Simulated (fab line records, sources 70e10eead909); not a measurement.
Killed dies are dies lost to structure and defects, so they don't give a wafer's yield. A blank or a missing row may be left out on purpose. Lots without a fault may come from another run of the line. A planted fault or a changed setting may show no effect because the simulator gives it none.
Chamber matching | flow nand_harc | NHARC_A_STAIRCASE_ETCH_313 on rie_diel-08: 4 sister chambers
The step etches the open film in CF4/CHF3. 4 wafers are shown with their chamber, then 7 later ones without.

WAFERS WITH THEIR CHAMBER
wafer  | chamber | showerhead_plenum_p_Torr (Torr)
L079.5 | 1       | 1.70
L083.4 | 0       | 1.66
L085.1 | 2       | 1.50
L085.3 | 3       | 1.53

WAFERS WITHOUT THEIR CHAMBER
wafer  | showerhead_plenum_p_Torr (Torr)
L085.5 | 1.50
L088.2 | 1.66
L088.5 | 1.69
L088.6 | 1.66
L093.4 | 1.52
L093.5 | 1.52
L093.6 | 1.50

WHICH CHAMBER EACH WENT THROUGH
wafer  | from the rows above     | in truth
L085.5 | 2                       | 2
L088.2 | 0                       | 0
L088.5 | 1                       | 1
L088.6 | 0                       | 0
L093.4 | can't be placed: 3 or 2 | 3
L093.5 | can't be placed: 3 or 2 | 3
L093.6 | 2                       | 2
Placed correctly: 5 of 7. Can't be placed from these rows: 2 (the true chamber is among the candidates in 2). Placed wrongly: 0.
How it was worked out, from the rows above alone: a wafer's distance from a chamber is the root of the sum, over the readings, of the square of ((its reading less the chamber's mean) divided by the reading's scatter). The wafer belongs to the nearest chamber; if the next one is less than 2 further off, it can't be placed. A chamber's mean is the mean of its shown wafers. The scatter: with one shown wafer a chamber, the root of the mean of the squares of how far each hidden wafer lies from its nearest shown one.
